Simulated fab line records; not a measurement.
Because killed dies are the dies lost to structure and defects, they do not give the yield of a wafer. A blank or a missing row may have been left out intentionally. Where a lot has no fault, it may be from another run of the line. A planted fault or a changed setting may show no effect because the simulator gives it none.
A struck lot beside a sound one -- flow n5_finfet -- 35 steps out of a route of 1938
Sound: these wafers, L527.1, L527.4, L527.5. Struck: wafers L519.3, L519.5. (L519.6 of the same lot was not struck and is left out.) The cause comes at the end.
Per side, at each step with rows, come the tool, then ch with its chambers, and then its first start. Under that, the readings that differ: sound wafers -- struck wafers -- difference of the means -- sigmas: that difference in standard deviations of wafers without a fault.
alike: a reading whose means differ by less than 2 such deviations, as well as words and numbers matching on both sides. not compared: withheld readings; readings where some wafer has no value; bounds like >300 that might hide an equal value; numbers whose values overlap and for which the record gives no deviation.
A row with sigmas, a row that says differs or no value, or rows on one side alone: a step with any of these is where the two part. Non-overlapping numbers with no deviation appear without sigmas and do not part them. A reading that every wafer of one side lacks parts them only if that side has two wafers or more.

first, 9 steps without rows for these wafers: N5_BEOL_M5_ANNEAL_89 (time 1800 s); N5_BEOL_M5_SPUTTER_90 (material Cu, target thk 4.5 nm, time 8.29 s); N5_BEOL_M5_ECD_50 (material Cu, target thk 300 nm); N5_BEOL_M5_ANNEAL_51 (time 90 s); N5_BEOL_M5_CMP_52 (polishes, stops on SiCOH lowk, t overpolish 6.9 s, target thk 62 nm); N5_BEOL_M5_PRE_CLEAN_77 (time 15 s); N5_BEOL_M5_CO_CAP_78 (material Co, precursor CCTBA/H2, target thk 2 nm, time 102.1 s); N5_BEOL_M5_PRE_CLEAN_55 (time 15 s); N5_BEOL_M5_DEP_56 (deposits SiCN from 3MS/NH3, target thk 8 nm, time 14 s).
N5_BEOL_M6_ILD_DEP_00: deposits SiCOH lowk from DEMS/porogen, target thk 179.75 nm, time 33.4 s.
  sound on pecvd-02 ch 0,2, day 16 13:20; struck on pecvd-03 ch 1, day 14 10:38
reading,sound,struck,difference,sigmas
susceptor_temp_C (C),300.20 300.09 299.86,305.16 305.08,+5.07,+28
model.SiCOH_lowk_of_BEOL_M6_ILD_DEP_00.thk_nm (nm),177.8 182.2 181.8,172.2 176.6,-6.2,
  alike: heater_power_w, showerhead_plenum_p_Torr, throttle_valve_pct
then, 24 steps without rows for these wafers: N5_BEOL_M6_CURE_74 (cures SiCOH lowk, time 240 s); N5_BEOL_M6_PECVD_70 (deposits SiO2 from TEOS/O2, target thk 20 nm, time 22.7 s); N5_BEOL_M6_HM_DEP_02 (deposits TiN, target thk 20 nm); N5_BEOL_M6_COAT_59 (time 60 s, resist thk 100 nm); N5_BEOL_M6_COAT_60 (time 60 s, resist thk 35 nm); N5_BEOL_M6_COAT_05 (resist thk 90 nm); N5_BEOL_M6_EBR_07; N5_BEOL_M6_SOFTBAKE_06 (time 60 s); N5_BEOL_M6_EXPOSE_08 (exposes mask M6); N5_BEOL_M6_PEB_09 (peb time 60 s); N5_BEOL_M6_DEVELOP_10 (develop time 30 s); N5_BEOL_M6_DESCUM_16 (chemistry O2, time 7.9 s); N5_BEOL_M6_ETCH_61 (etches SiARC in CF4, target depth 45.5 nm, time 75.8 s); N5_BEOL_M6_ETCH_62 (etches SOC in N2/H2, target depth 110 nm, overetch 22 nm, time 165 s); N5_BEOL_M6_STRIP_68 (strips in N2/H2); N5_BEOL_M6_STRIP_67 (strips in CF4); N5_BEOL_M6_HM_OPEN_17 (chemistry Cl2/BCl3, target TiN, target depth 20 nm, overetch 6 nm); N5_BEOL_M6_STRIP_19 (strips in O2); N5_BEOL_M6_COAT_63 (time 60 s, resist thk 60 nm); N5_BEOL_M6_COAT_64 (time 60 s, resist thk 12 nm); N5_BEOL_M6_COAT_71 (time 60 s, resist thk 5 nm); N5_BEOL_M6_COAT_22 (resist thk 30 nm); N5_BEOL_M6_EBR_24; N5_BEOL_M6_SOFTBAKE_23 (time 60 s).
N5_BEOL_M6_CMP_52: polishes, stops on SiCOH lowk, t overpolish 6.9 s, target thk 80 nm.
  sound on cmp-01 ch 0,2,3, day 16 23:29; struck on cmp-02 ch 0,1, day 14 20:19
reading,sound,struck,difference,sigmas
model.SiCOH_lowk_of_BEOL_M6_ILD_DEP_00.thk_nm (nm),150.4 154.2 153.8,145.4 149.2,-5.5,
  alike: barrier_field_endpoint_s, motor_current_A, overpolish_run_s, time_to_endpoint_s
  not compared: pad_life_wafers

WHERE THEY PART
Only at N5_BEOL_M6_ILD_DEP_00, within this record. Later steps at which nothing parts them and some readings are alike: N5_BEOL_M6_CMP_52.

WHY: what had been put in by the simulator
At N5_BEOL_M6_ILD_DEP_00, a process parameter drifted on pecvd-03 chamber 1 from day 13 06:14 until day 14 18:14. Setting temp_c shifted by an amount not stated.
